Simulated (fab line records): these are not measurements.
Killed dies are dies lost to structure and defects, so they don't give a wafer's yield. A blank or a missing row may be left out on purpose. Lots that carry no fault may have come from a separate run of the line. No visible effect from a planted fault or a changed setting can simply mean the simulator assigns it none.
Matching of chambers -- flow n5_finfet -- cmp-01 running N5_BEOL_M3_CMP_52: 4 sister chambers
The step polishes, stops on SiOC, t overpolish 6.8 s, target thk 40 nm. 14 wafers are shown with their chamber, then 7 later ones without.

WAFERS, EACH WITH ITS CHAMBER
wafer,chamber,motor_current_A (A),time_to_endpoint_s (s),barrier_field_endpoint_s (s)
L076.1,2,6.7,65,24.6
L076.4,3,6.5,66,25.4
L076.6,1,6.7,57,23.9
L077.1,3,6.5,67,25.9
L077.4,0,5.2,57,24.8
L077.5,1,6.3,61,24.7
L079.2,3,6.4,66,26.6
L079.4,2,6.3,62,25.9
L079.6,3,6.2,70,28.3
L081.1,3,6.2,69,25.7
L081.4,1,6.3,60,25.2
L081.5,1,6.5,61,24.5
L090.2,0,5.4,53,23.2
L090.3,2,6.7,58,23.9

SIGNATURES (averages over the wafers above)
reading,chamber 0,chamber 1,chamber 2,chamber 3,scatter within a chamber
motor_current_A,5.300,6.450,6.567,6.360,0.181
time_to_endpoint_s,55.00,59.75,61.67,67.60,2.38
barrier_field_endpoint_s,24.000,24.575,24.800,26.380,0.98
Rule: for a wafer and a chamber, the distance is found by dividing, reading by reading, the gap between the wafer's reading and the chamber's mean by the reading's scatter, squaring, summing and taking the root. The wafer belongs to the nearest chamber; if the next one is less than 2 further off, it can't be placed. How the scatter is found: for the shown wafers, subtract from each reading the mean of its chamber, square and add these, divide the total by (wafers less chambers), then take the root.

WAFERS WITHOUT THEIR CHAMBER
wafer,motor_current_A (A),time_to_endpoint_s (s),barrier_field_endpoint_s (s)
L090.6,6.5,60,24.2
L094.1,6.8,61,24.6
L094.4,6.7,64,25.6
L094.5,6.7,64,25.1
L097.1,6.4,63,24.9
L097.2,5.4,55,24.0
L097.3,6.5,59,24.1

THE CHAMBER EACH PASSED THROUGH
wafer,from the rows above,in truth
L090.6,can't be placed: 1 or 2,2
L094.1,can't be placed: 2 or 1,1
L094.4,can't be placed: 2 or 1 or 3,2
L094.5,can't be placed: 2 or 1 or 3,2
L097.1,can't be placed: 2 or 1 or 3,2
L097.2,0,0
L097.3,can't be placed: 1 or 2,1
Correctly placed: 1 of 7. Can't be placed from these rows: 6 (the true chamber is among the candidates in 6). Placed wrongly: 0.
